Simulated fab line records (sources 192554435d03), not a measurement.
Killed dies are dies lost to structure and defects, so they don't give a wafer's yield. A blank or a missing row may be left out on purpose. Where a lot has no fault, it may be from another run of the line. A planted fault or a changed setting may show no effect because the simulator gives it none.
Matching of chambers || flow n5 finfet || N5_BEOL_M15_DESCUM_33 on rie diel-06 has 4 sister chambers
The step chemistry O2, time 7.9 s. 8 wafers are shown with their chamber, then 7 later ones without.

== WAFERS, EACH WITH ITS CHAMBER ==
{"wafer": "L078.5", "chamber": 3, "showerhead plenum p Torr (Torr)": 2.00, "throttle valve pct (%)": 20.44}
{"wafer": "L080.5", "chamber": 2, "showerhead plenum p Torr (Torr)": 2.22, "throttle valve pct (%)": 20.21}
{"wafer": "L080.6", "chamber": 1, "showerhead plenum p Torr (Torr)": 2.17, "throttle valve pct (%)": 20.94}
{"wafer": "L083.1", "chamber": 0, "showerhead plenum p Torr (Torr)": 2.12, "throttle valve pct (%)": 20.57}
{"wafer": "L083.4", "chamber": 3, "showerhead plenum p Torr (Torr)": 2.00, "throttle valve pct (%)": 20.44}
{"wafer": "L083.5", "chamber": 0, "showerhead plenum p Torr (Torr)": 2.12, "throttle valve pct (%)": 20.57}
{"wafer": "L086.1", "chamber": 1, "showerhead plenum p Torr (Torr)": 2.16, "throttle valve pct (%)": 20.96}
{"wafer": "L086.3", "chamber": 2, "showerhead plenum p Torr (Torr)": 2.21, "throttle valve pct (%)": 20.22}

== WAFERS WITH NO CHAMBER GIVEN ==
{"wafer": "L086.5", "showerhead plenum p Torr (Torr)": 2.16, "throttle valve pct (%)": 20.97}
{"wafer": "L081.1", "showerhead plenum p Torr (Torr)": 2.12, "throttle valve pct (%)": 20.59}
{"wafer": "L081.3", "showerhead plenum p Torr (Torr)": 2.16, "throttle valve pct (%)": 20.95}
{"wafer": "L081.4", "showerhead plenum p Torr (Torr)": 2.21, "throttle valve pct (%)": 20.23}
{"wafer": "L088.1", "showerhead plenum p Torr (Torr)": 2.00, "throttle valve pct (%)": 20.46}
{"wafer": "L088.2", "showerhead plenum p Torr (Torr)": 2.21, "throttle valve pct (%)": 20.24}
{"wafer": "L088.5", "showerhead plenum p Torr (Torr)": 2.00, "throttle valve pct (%)": 20.46}

== CHAMBER TAKEN BY EACH ==
{"wafer": "L086.5", "from the rows above": 1, "in truth": 1}
{"wafer": "L081.1", "from the rows above": 0, "in truth": 0}
{"wafer": "L081.3", "from the rows above": 1, "in truth": 1}
{"wafer": "L081.4", "from the rows above": 2, "in truth": 2}
{"wafer": "L088.1", "from the rows above": 3, "in truth": 3}
{"wafer": "L088.2", "from the rows above": 2, "in truth": 2}
{"wafer": "L088.5", "from the rows above": 3, "in truth": 3}
Placed correctly: 7 of 7. From these rows, 0 cannot be placed. Placed wrongly: 0.
How it was worked out, from the rows above alone: a wafer's distance from a chamber is the root of the sum, over the readings, of the square of ((its reading less the chamber's mean) divided by the reading's scatter). The wafer belongs to the nearest chamber; if the next one is less than 2 further off, it can't be placed. The mean given for a chamber averages the wafers shown for that chamber. The scatter: the root of (the sum of the squares of (reading less its chamber's mean) over the shown wafers, divided by (wafers less chambers)).
